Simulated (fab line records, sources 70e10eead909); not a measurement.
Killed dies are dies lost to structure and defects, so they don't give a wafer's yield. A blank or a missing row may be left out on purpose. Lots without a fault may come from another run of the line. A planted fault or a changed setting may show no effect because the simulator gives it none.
Chamber matching | flow nand_harc | NHARC_A_CHANNEL_FILL_D2_ALD_14 on ald_hk-04: 4 sister chambers
The step deposits SiO2, target thk 2.5 nm, pulse time 10 s, ald cycles 25. 4 wafers are shown with their chamber, then 8 later ones without.

WAFERS WITH THEIR CHAMBER
wafer  | chamber | heater_power_w (W)
L083.1 | 0       | 452
L083.2 | 1       | 472
L083.3 | 2       | 417
L090.2 | 3       | 433

WAFERS WITHOUT THEIR CHAMBER
wafer  | heater_power_w (W)
L090.3 | 461
L090.6 | 455
L092.3 | 464
L092.4 | 437
L092.5 | 489
L097.1 | 482
L097.3 | 413
L097.5 | 432

WHICH CHAMBER EACH WENT THROUGH
wafer  | from the rows above          | in truth
L090.3 | can't be placed: 0 or 1      | 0
L090.6 | can't be placed: 0 or 1      | 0
L092.3 | can't be placed: 1 or 0      | 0
L092.4 | can't be placed: 3 or 0 or 2 | 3
L092.5 | 1                            | 1
L097.1 | 1                            | 1
L097.3 | can't be placed: 2 or 3      | 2
L097.5 | can't be placed: 3 or 2      | 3
Placed correctly: 2 of 8. Can't be placed from these rows: 6 (the true chamber is among the candidates in 6). Placed wrongly: 0.
How it was worked out, from the rows above alone: a wafer's distance from a chamber is the root of the sum, over the readings, of the square of ((its reading less the chamber's mean) divided by the reading's scatter). The wafer belongs to the nearest chamber; if the next one is less than 2 further off, it can't be placed. A chamber's mean is the mean of its shown wafers. The scatter: with one shown wafer a chamber, the root of the mean of the squares of how far each hidden wafer lies from its nearest shown one.
